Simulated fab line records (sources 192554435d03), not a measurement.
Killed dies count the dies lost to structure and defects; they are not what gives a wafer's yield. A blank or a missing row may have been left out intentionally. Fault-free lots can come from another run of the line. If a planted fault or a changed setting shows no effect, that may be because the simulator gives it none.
Matching of chambers	flow n5 finfet	rie diel-03 running N5_BEOL_M13_ETCH_67: 4 sister chambers
The step etches SiARC in CF4, target depth 143 nm, time 238.3 s. 16 wafers are shown with their chamber, then 8 later ones without.

## WAFERS PAIRED WITH THEIR CHAMBERS
wafer	chamber	drypump motor current A (A)	throttle valve pct (%)	showerhead plenum p Torr (Torr)
L075.1	0	6.6	15.47	2.14
L075.4	2	5.2	15.86	2.12
L075.5	3	6.4	15.16	2.10
L081.2	2	5.2	15.84	2.12
L081.3	3	6.4	15.17	2.09
L081.6	2	5.2	15.85	2.12
L080.3	1	4.7	15.76	2.10
L080.4	3	6.4	15.20	2.09
L080.5	1	4.7	15.77	2.10
L085.1	0	6.5	15.51	2.13
L085.4	1	4.7	15.80	2.10
L085.5	3	6.4	15.21	2.09
L090.4	2	5.2	15.89	2.12
L090.5	2	5.2	15.91	2.12
L090.6	1	4.7	15.81	2.10
L091.2	3	6.4	15.22	2.09

SIGNATURES, as means of the wafers listed above
reading	chamber 0	chamber 1	chamber 2	chamber 3	scatter within a chamber
drypump motor current A	6.550	4.700	5.200	6.400	0.0204
throttle valve pct	15.4900	15.7850	15.8700	15.1920	0.0267
showerhead plenum p Torr	2.1350	2.1000	2.1200	2.0920	0.00329
Rule: a wafer's distance from a chamber is the root of the sum, over the readings, of the square of ((its reading less the chamber's mean) divided by the reading's scatter). The wafer belongs to the nearest chamber; if the next one is less than 2 further off, it can't be placed. How the scatter is found: for the shown wafers, subtract from each reading the mean of its chamber, square and add these, divide the total by (wafers less chambers), then take the root.

## WAFERS MISSING THEIR CHAMBER
wafer	drypump motor current A (A)	throttle valve pct (%)	showerhead plenum p Torr (Torr)
L091.4	4.7	15.82	2.10
L091.6	5.2	15.90	2.12
L097.3	5.2	15.39	2.11
L097.4	4.7	15.83	2.09
L097.5	4.7	15.83	2.09
L094.1	6.5	15.55	2.12
L094.4	4.7	15.84	2.09
L094.5	6.4	15.26	2.08

## THE CHAMBER EACH PASSED THROUGH
wafer	from the rows above	in truth
L091.4	1	1
L091.6	2	2
L097.3	2	2
L097.4	1	1
L097.5	1	1
L094.1	0	0
L094.4	1	1
L094.5	3	3
Correct placement for 8 of the 8. Can't be placed from these rows: 0. Wrongly placed: 0.
